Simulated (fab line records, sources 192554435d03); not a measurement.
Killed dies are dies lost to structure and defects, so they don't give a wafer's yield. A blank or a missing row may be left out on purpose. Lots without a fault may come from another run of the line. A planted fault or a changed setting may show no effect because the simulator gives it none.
One fault seen from 3 desks | flow n5_finfet | each desk has only its own numbers; what lay behind them comes last

THE TOOL OWNER'S DESK: rie_diel-01
The tool's own readings at N5_BEOL_M6_VIA_ETCH_34 (etches SiCOH lowk in C4F6/O2, target depth 126.3 nm, time 50.9 s): means of the sampled wafers that have a number, for each lot that ran on this tool. A lot is out of limits, marked OUT, if its mean lies more than 4 standard deviations from the usual mean; the brackets give that distance. Of its 8 readings 7 are shown: the one that was out of limits first, and those that lie furthest out on some lot.
Columns: A = bias_w at N5_BEOL_M6_VIA_ETCH_34, usual 185.0 W; B = chamber_pressure_mTorr at N5_BEOL_M6_VIA_ETCH_34, usual 30.000 mTorr; C = drypump_motor_current_A at N5_BEOL_M6_VIA_ETCH_34, usual 5.7 A; D = rf_vpp_V at N5_BEOL_M6_VIA_ETCH_34, usual 663 V; E = run_length_s at N5_BEOL_M6_VIA_ETCH_34, usual 74.2 s; F = showerhead_plenum_p_Torr at N5_BEOL_M6_VIA_ETCH_34, usual 2.84 Torr; G = throttle_valve_pct at N5_BEOL_M6_VIA_ETCH_34, usual 21.07 %
lot  | first seen here | A     | B      | C   | D   | E               | F    | G
L219 | day 11 05:44    | 184.3 | 30.039 | 6.2 | 684 | 70.8 (-8.2) OUT | 2.89 | 21.18
L230 | day 14 00:47    | 184.9 | 30.011 | 6.0 | 688 | 74.2            | 2.85 | 21.21
This desk's finding: out of limits on L219; first on L219, day 11 05:44 (run_length_s at N5_BEOL_M6_VIA_ETCH_34). In limits: L230.

THE DEFECT DESK
What the inspections along the route counted, lot by lot: means of the sampled wafers that have a number. A lot is out of limits, marked OUT, if its mean lies more than 4 standard deviations from the usual mean; the brackets give that distance.
Columns: A = raw_defect_count at N5_BEOL_M6_INSPECT_30, usual 399
lot  | first seen here | A
L212 | day 9 09:36     | 347
L219 | day 11 05:04    | 377
L229 | day 13 12:37    | 311
L230 | day 14 00:34    | 453
L231 | day 14 13:51    | 553
This desk's finding: nothing out of limits on any of the 5 lots.

THE METROLOGY DESK
What the gauges read, lot by lot, whatever tool the lot ran on: means of the sampled wafers that have a number. A lot is out of limits, marked OUT, if its mean lies more than 4 standard deviations from the usual mean; the brackets give that distance.
Columns: A = cd_nm at N5_BEOL_M6_CD_MEAS_28, usual 39.89 nm; B = V5_OVL at N5_BEOL_M6_OVL_MEAS_29, usual 0.3 nm
lot  | first seen here | A     | B
L212 | day 9 09:31     | 39.76 | 0.2
L219 | day 11 04:58    | 40.08 | -0.7
L229 | day 13 12:32    | 39.93 | 0.1
L230 | day 14 00:29    | 39.96 | 0.6
L231 | day 14 13:46    | 39.68 | 0.7
This desk's finding: nothing out of limits on any of the 5 lots.

PUT TOGETHER
The tool owner's desk could have raised an alarm at day 11 05:44, on L219.
The defect desk saw nothing out of limits.
The metrology desk saw nothing out of limits.
The defect desk has L219 on record, within its limits.
The metrology desk has L219 on record, within its limits.
Of the lots named, all ran N5_BEOL_M6_VIA_ETCH_34 on rie_diel-01.

WHAT THE SIMULATOR HAD PUT IN
Process parameter drift: rie_diel-01, from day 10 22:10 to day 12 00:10, at N5_BEOL_M6_VIA_ETCH_34. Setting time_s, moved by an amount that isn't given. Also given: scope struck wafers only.
Lots struck among those shown: L219.
Hours from the fault's start to each desk's first reading out of limits: the tool owner's desk, 8.
